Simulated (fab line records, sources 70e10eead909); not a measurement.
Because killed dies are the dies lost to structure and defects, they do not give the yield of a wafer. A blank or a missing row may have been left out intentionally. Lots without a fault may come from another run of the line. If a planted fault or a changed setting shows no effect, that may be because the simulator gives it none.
A lot that was struck, set against a sound lot || flow nand harc || 42 out of 1159 route steps
Sound: wafers L594.1, L594.5, L594.6. Wafers L606.2, L606.4, L606.6 were the ones struck. The cause is given at the end.
Per side, at each step with rows, come the tool, then ch with its chambers, and then its first start. Under that, the readings that differ: sound wafers || struck wafers || difference of the means || sigmas: that difference in standard deviations of wafers without a fault.
alike: readings whose means differ by less than 2 such deviations, and words and numbers that are the same on both sides. not compared: withheld readings, readings that some wafer has no value for, bounds like >300 that may hide the same value, and numbers for which the record gives no deviation and whose values overlap.
The two part at a step that has a row with sigmas, a row that says differs or no value, or rows on one side only. Numbers that have no deviation but don't overlap get no sigmas and don't part them. Lack of a reading on every wafer of one side parts them only where that side has two or more wafers.

first, 8 steps without rows for these wafers: NHARC_P_GATE_DEHYDRATE_51 (time 120 s); NHARC_P_GATE_HMDS_52 (time 30 s); NHARC_P_GATE_COAT_53; NHARC_P_GATE_SOFTBAKE_54 (time 95 s); NHARC_P_GATE_EBR_55; NHARC_P_GATE_EXPOSE_56 (exposes mask P PSD, target cd 720 nm); NHARC_P_GATE_PEB_57 (peb time 85 s); NHARC_P_GATE_DEVELOP_58 (time 70 s).
NHARC_P_GATE_CD_MEAS_59 targets a cd of 720 nm.
  sound on cd sem-03 ch 0, day 6 10:50; struck on cd sem-01 ch 0, day 9 04:01
  alike: cd nm
then, 1 step without rows for these wafers: NHARC_P_GATE_HARDBAKE_60 (time 80 s).
NHARC_P_GATE_DESCUM_61: chemistry O2, time 3 s.
  sound on rie diel-07 ch 1,2, day 6 11:16; struck on rie diel-03 ch 2,3, day 9 04:16
  alike: chamber pressure mTorr, drypump motor current A, oes product au, rf vpp V, showerhead plenum p Torr, throttle valve pct
  not compared: rf hours counter h
following that, these wafers have no rows for 1 step: NHARC_P_GATE_IMPLANT_62.
NHARC_P_GATE_STRIP_112: strips in N2/H2, time 200 s.
  sound on plasma asher-01 ch 0,1, day 6 11:41; struck on plasma asher-02 ch 1, day 9 04:38
  alike: drypump motor current A, heater power w
  not compared: rf hours counter h
then, 10 steps without rows for these wafers: NHARC_P_GATE_STRIP_76 (strips in O2); NHARC_P_GATE_STRIP_63 (strips in SPM, time 900 s); NHARC_P_GATE_DEHYDRATE_83 (time 120 s); NHARC_P_GATE_HMDS_84 (time 30 s); NHARC_P_GATE_COAT_85; NHARC_P_GATE_SOFTBAKE_86 (time 95 s); NHARC_P_GATE_EBR_87; NHARC_P_GATE_EXPOSE_88 (exposes mask P HVN, target cd 2000 nm); NHARC_P_GATE_PEB_89 (peb time 85 s); NHARC_P_GATE_DEVELOP_90 (time 70 s).
NHARC_P_GATE_CD_MEAS_91 targets a cd of 2000 nm.
  sound on cd sem-01 ch 0, day 6 12:42; struck on cd sem-01 ch 0, day 9 05:50
  alike: cd nm
then, 4 steps without rows for these wafers: NHARC_P_GATE_HARDBAKE_92 (time 80 s); NHARC_P_GATE_DESCUM_93 (chemistry O2, time 3 s); NHARC_P_GATE_IMPLANT_94; NHARC_P_GATE_STRIP_113 (strips in N2/H2, time 740 s).
NHARC_P_GATE_STRIP_95: strips in O2.
  sound on plasma asher-01 ch 0,1, day 6 13:58; struck on plasma asher-02 ch 0,1, day 9 07:08
  alike: drypump motor current A, heater power w
  not compared: rf hours counter h
then, 1 step without rows for these wafers: NHARC_P_GATE_STRIP_96 (strips in SPM, time 900 s).
NHARC_P_GATE_RTA_64: time 1 s.
  sound on rtp anneal-01 ch 0, day 6 14:32; struck on rtp anneal-02 ch 0, day 9 07:44
  alike: lamp power pct, lamp_zone_4_pct, wafer_temp_C_max
then, 7 steps without rows for these wafers: NHARC_P_GATE_ETCH_77 (etches SiO2 in dHF, target depth 6 nm); NHARC_P_GATE_DEGAS_109 (time 60 s); NHARC_P_GATE_PRE_CLEAN_110 (time 30 s); NHARC_P_GATE_SPUTTER_78 (material Ni, target thk 10 nm); NHARC_P_GATE_SPUTTER_79 (material TiN, target thk 10 nm); NHARC_P_GATE_RTA_80 (time 30 s); NHARC_P_GATE_STRIP_67 (strips in SPM, time 600 s).
NHARC_P_GATE_RTA_82: time 30 s.
  sound on rtp anneal-01 ch 0, day 6 15:37; struck on rtp anneal-02 ch 0, day 9 08:49
{"reading": "lamp_zone_4_pct (%)", "sound": "4.257 4.247 4.249", "struck": "4.276 4.274 4.278", "difference": "+0.025", "sigmas": "+2"}
  alike: lamp power pct, wafer_temp_C_max
NHARC_P_GATE_INSPECT_68:
  sound: defect inspect-01 at day 6 15:50; struck: defect inspect-01 at day 9 08:59
{"reading": "raw defect count", "sound": "169 111 254", "struck": "1279 1072 1018", "difference": "+945", "sigmas": "+13"}
NHARC_P_CONTACT_DEP_30: deposits SiNx, target thk 30 nm.
  sound on pecvd-04 ch 0,1, day 6 15:56; struck on pecvd-03 ch 1,2, day 9 09:36
  alike: heater power w
-- record jumps: 14 days between struck wafers' starts before vs after; left off in module P_CONTACT, resumes in module END, first step shown is number 1159 of the route --
NHARC_END_SORT_01:
  at this point the record logs the struck wafers (prober-02 ch 0, day 23 09:05) and has no rows for the sound ones

== WHERE THEY PART ==
First at NHARC_P_GATE_RTA_82; last, within this record, at NHARC_END_SORT_01.

WHY: what the simulator had put in
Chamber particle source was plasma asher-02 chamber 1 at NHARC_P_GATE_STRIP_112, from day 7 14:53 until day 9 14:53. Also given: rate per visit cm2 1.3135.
